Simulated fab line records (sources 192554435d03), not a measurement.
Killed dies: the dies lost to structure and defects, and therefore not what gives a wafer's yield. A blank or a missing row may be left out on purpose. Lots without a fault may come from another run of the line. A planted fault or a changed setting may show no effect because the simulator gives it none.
Chamber matching / flow n5 finfet / rie diel-05 running N5_MOL_CONTACT_COAG_ETCH_48: 4 sister chambers
The step etches SiOC in C4F6/O2, target depth 15 nm, overetch 4.5 nm, time 17 s. 4 wafers are shown with their chamber, then 12 later ones without.

EACH WAFER AND ITS CHAMBER
wafer=L083.4; chamber=1; rf vpp V (V)=1527
wafer=L086.6; chamber=3; rf vpp V (V)=1599
wafer=L088.3; chamber=0; rf vpp V (V)=1542
wafer=L088.5; chamber=2; rf vpp V (V)=1621

WAFERS WHOSE CHAMBER IS MISSING
wafer=L092.3; rf vpp V (V)=1543
wafer=L092.4; rf vpp V (V)=1619
wafer=L092.6; rf vpp V (V)=1543
wafer=L095.2; rf vpp V (V)=1618
wafer=L095.3; rf vpp V (V)=1543
wafer=L095.4; rf vpp V (V)=1527
wafer=L096.2; rf vpp V (V)=1620
wafer=L096.3; rf vpp V (V)=1542
wafer=L096.4; rf vpp V (V)=1529
wafer=L097.2; rf vpp V (V)=1544
wafer=L097.4; rf vpp V (V)=1619
wafer=L097.5; rf vpp V (V)=1598

WHICH CHAMBER EACH ONE RAN IN
wafer=L092.3; from the rows above=0; in truth=0
wafer=L092.4; from the rows above=2; in truth=2
wafer=L092.6; from the rows above=0; in truth=0
wafer=L095.2; from the rows above=2; in truth=2
wafer=L095.3; from the rows above=0; in truth=0
wafer=L095.4; from the rows above=1; in truth=1
wafer=L096.2; from the rows above=2; in truth=2
wafer=L096.3; from the rows above=0; in truth=0
wafer=L096.4; from the rows above=1; in truth=1
wafer=L097.2; from the rows above=0; in truth=0
wafer=L097.4; from the rows above=2; in truth=2
wafer=L097.5; from the rows above=3; in truth=3
12 of 12 placed correctly. Not placeable from these rows: 0. Placed wrongly: 0.
How it was worked out, from the rows above alone: a wafer's distance from a chamber is the root of the sum, over the readings, of the square of ((its reading less the chamber's mean) divided by the reading's scatter). If the next closest chamber is less than 2 further off than the closest, the wafer can't be placed; otherwise it belongs to the closest. For every chamber, the mean is computed from those of its wafers that are shown. The scatter (one wafer shown for each chamber): square how far every hidden wafer sits from the nearest shown wafer, average those squares and take the square root.
